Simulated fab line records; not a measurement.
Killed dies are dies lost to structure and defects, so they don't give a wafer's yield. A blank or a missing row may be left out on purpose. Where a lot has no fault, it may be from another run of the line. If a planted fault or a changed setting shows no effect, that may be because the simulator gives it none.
A lot that was struck, set against a sound lot ; flow n5 finfet ; 15 out of 1938 route steps
Sound: the wafers L350.2, L350.4, L350.6. Struck: wafer L347.1 (L347.3, L347.4, from the same lot, were not struck and are left out); the cause is given at the end.
Order at every step that has rows: each side's tool, ch and its chambers, its first start. Under that, the readings that differ: sound wafers ; struck wafers ; difference of the means ; sigmas: that difference in standard deviations of wafers without a fault.
alike: readings whose means differ by less than 2 such deviations, and words and numbers that are the same on both sides. not compared: withheld readings, readings that some wafer has no value for, bounds like >300 that may hide the same value, and numbers for which the record gives no deviation and whose values overlap.
Wherever a step has rows on one side only, a row that says differs or no value, or a row with sigmas, the two part there. Numbers that have no deviation but don't overlap get no sigmas and don't part them. A reading that every wafer of one side lacks parts them only if that side has two wafers or more.

first, 8 steps without rows for these wafers: N5_HKMG_FIN_COAT_41 (time 60 s, resist thk 300 nm); N5_HKMG_FIN_COAT_42 (time 60 s, resist thk 35 nm); N5_HKMG_FIN_COAT_43 (resist thk 90 nm); N5_HKMG_FIN_EBR_45; N5_HKMG_FIN_SOFTBAKE_44 (time 60 s); N5_HKMG_FIN_EXPOSE_46 (exposes mask NDIPOLE); N5_HKMG_FIN_PEB_47 (peb time 60 s); N5_HKMG_FIN_DEVELOP_48 (develop time 30 s).
N5_HKMG_FIN_CD_MEAS_49: target cd 202 nm.
  sound on cd sem-02 ch 0, day 7 07:43; struck on cd sem-01 ch 0, day 6 10:22
  alike: cd nm
N5_HKMG_FIN_OVL_MEAS_50:
  sound on overlay-02 ch 0, day 7 07:45; struck on overlay-02 ch 0, day 6 10:23
  alike: NDIPOLE_OVL
N5_HKMG_FIN_INSPECT_61: inspects for defects (macro).
  sound on defect inspect-02, day 7 07:46; struck on defect inspect-01, day 6 10:25
  alike: raw defect count
N5_HKMG_FIN_DESCUM_53: chemistry O2, time 7.9 s.
  sound on rie diel-02 ch 0,1,3, day 7 07:52; struck on rie diel-04 ch 2, day 6 10:27
  alike: drypump motor current A, oes product au, rf vpp V, showerhead plenum p Torr, throttle valve pct
  not compared: rf hours counter h
N5_HKMG_FIN_ETCH_54: etches SiARC in CF4, target depth 45.5 nm, time 75.8 s.
  sound on rie diel-02 ch 0,1,3, day 7 07:54; struck on rie diel-04 ch 2, day 6 10:29
reading;sound;struck;difference;sigmas
etch rf on time s (s);72.8 77.0 76.9;120.0;+44.4;+25
  alike: drypump motor current A, mfc ar sccm, oes product au, rf vpp V, showerhead plenum p Torr, throttle valve pct
  not compared: rf hours counter h
N5_HKMG_FIN_ETCH_55: etches SOC in N2/H2, target depth 240 nm, time 300 s.
  sound on rie diel-02 ch 0,1,3, day 7 07:57; struck on rie diel-04 ch 2, day 6 10:32
  alike: drypump motor current A, oes product au, rf vpp V, showerhead plenum p Torr, throttle valve pct
  not compared: rf hours counter h
then, 1 step without rows for these wafers: N5_PASSIVATION_PROBE_49.

WHERE THEY PART
Within this record, at N5_HKMG_FIN_ETCH_54 only. Later steps at which nothing parts them and some readings are alike: N5_HKMG_FIN_ETCH_55.

WHY: the cause the simulator had injected
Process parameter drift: rie diel-04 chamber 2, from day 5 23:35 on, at N5_HKMG_FIN_ETCH_54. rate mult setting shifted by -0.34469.
